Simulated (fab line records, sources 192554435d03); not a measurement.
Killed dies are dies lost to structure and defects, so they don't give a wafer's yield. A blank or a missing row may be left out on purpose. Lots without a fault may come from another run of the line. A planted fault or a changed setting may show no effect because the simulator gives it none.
One fault seen from 2 desks | flow n5_finfet | each desk has only its own numbers; what lay behind them comes last

THE METROLOGY DESK
What the gauges read, lot by lot, whatever tool the lot ran on: means of the sampled wafers that have a number. A lot is out of limits, marked OUT, if its mean lies more than 4 standard deviations from the usual mean; the brackets give that distance. Of its 11 readings 7 are shown: those that lie furthest out on some lot.
Columns: A = NWFM_OVL at N5_HKMG_FIN_OVL_MEAS_13, usual 0.0 nm; B = DIBL_N at N5_BEOL_M4_RC_MEAS_101, usual 36.5 mV/V; C = DIBL_P at N5_BEOL_M4_RC_MEAS_101, usual 36.9 mV/V; D = IOFF_N at N5_BEOL_M4_RC_MEAS_101, usual 0.17 nA/um; E = IOFF_P at N5_BEOL_M4_RC_MEAS_101, usual 0.22 nA/um; F = SS_N at N5_BEOL_M4_RC_MEAS_101, usual 71.6 mV/dec; G = SS_P at N5_BEOL_M4_RC_MEAS_101, usual 73.5 mV/dec
lot  | first seen here | A    | B    | C    | D    | E    | F    | G
L937 | day 4 07:40     | 0.3  | 33.9 | 33.9 | 0.11 | 0.15 | 70.8 | 72.0
L938 | day 4 14:05     | 0.0  | 35.9 | 36.2 | 0.15 | 0.21 | 71.3 | 73.3
L939 | day 4 22:28     | 1.5  | 35.6 | 36.6 | 0.13 | 0.20 | 71.5 | 72.8
L944 | day 5 19:56     | -0.6 | 36.1 | 35.3 | 0.15 | 0.25 | 71.5 | 74.1
L945 | day 6 01:23     | 0.0  | 36.0 | 35.3 | 0.15 | 0.19 | 72.5 | 73.2
L951 | day 7 16:55     | -1.0 | 35.8 | 36.3 | 0.14 | 0.19 | 71.2 | 73.5
L954 | day 8 07:29     | -1.1 | 36.8 | 38.7 | 0.18 | 0.26 | 71.7 | 73.8
L955 | day 8 15:37     | -1.6 | 36.1 | 36.7 | 0.16 | 0.19 | 70.8 | 73.6
L959 | day 9 15:30     | -0.3 | 37.1 | 37.9 | 0.16 | 0.22 | 71.3 | 73.9
L960 | day 9 21:48     | -0.7 | 41.2 | 43.5 | 0.26 | 0.31 | 72.8 | 74.8
This desk's finding: nothing out of limits on any of the 10 lots.

THE TOOL OWNER'S DESK: rie_diel-02
The tool's own readings at N5_HKMG_FIN_ETCH_35 (etches SOC in N2/H2, target depth 215.8 nm, time 243.4 s): means of the sampled wafers that have a number, for each lot that ran on this tool. A lot is out of limits, marked OUT, if its mean lies more than 4 standard deviations from the usual mean; the brackets give that distance.
Columns: A = drypump_motor_current_A at N5_HKMG_FIN_ETCH_35, usual 5.5 A; B = oes_product_au at N5_HKMG_FIN_ETCH_35, usual 0.77 a.u.; C = rf_vpp_V at N5_HKMG_FIN_ETCH_35, usual 142.0 V; D = run_length_s at N5_HKMG_FIN_ETCH_35, usual 266.7 s; E = showerhead_plenum_p_Torr at N5_HKMG_FIN_ETCH_35, usual 2.58 Torr; F = throttle_valve_pct at N5_HKMG_FIN_ETCH_35, usual 17.9 %
lot  | first seen here | A   | B    | C     | D               | E    | F
L938 | day 4 14:26     | 5.4 | 0.74 | 142.6 | 267.0           | 2.62 | 18.2
L944 | day 5 20:17     | 5.7 | 0.72 | 143.1 | 272.8 (+14) OUT | 2.65 | 18.2
L945 | day 6 01:44     | 5.2 | 0.71 | 142.5 | 272.6 (+13) OUT | 2.64 | 18.2
L959 | day 9 15:52     | 5.2 | 0.80 | 142.2 | 266.5           | 2.63 | 18.2
This desk's finding: out of limits on L944, L945; first on L944, day 5 20:17 (run_length_s at N5_HKMG_FIN_ETCH_35). In limits: L938, L959.

PUT TOGETHER
The tool owner's desk could have raised an alarm at day 5 20:17, on L944, L945.
The metrology desk saw nothing out of limits.
The metrology desk has L944, L945 on record, within its limits.
Of the lots named, all ran N5_HKMG_FIN_ETCH_35 on rie_diel-02.

WHAT THE SIMULATOR HAD PUT IN
Process parameter drift: rie_diel-02, from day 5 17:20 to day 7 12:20, at N5_HKMG_FIN_ETCH_35. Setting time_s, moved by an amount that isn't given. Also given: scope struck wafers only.
Lots struck among those shown: L944, L945.
Hours from the fault's start to each desk's first reading out of limits: the tool owner's desk, 3.
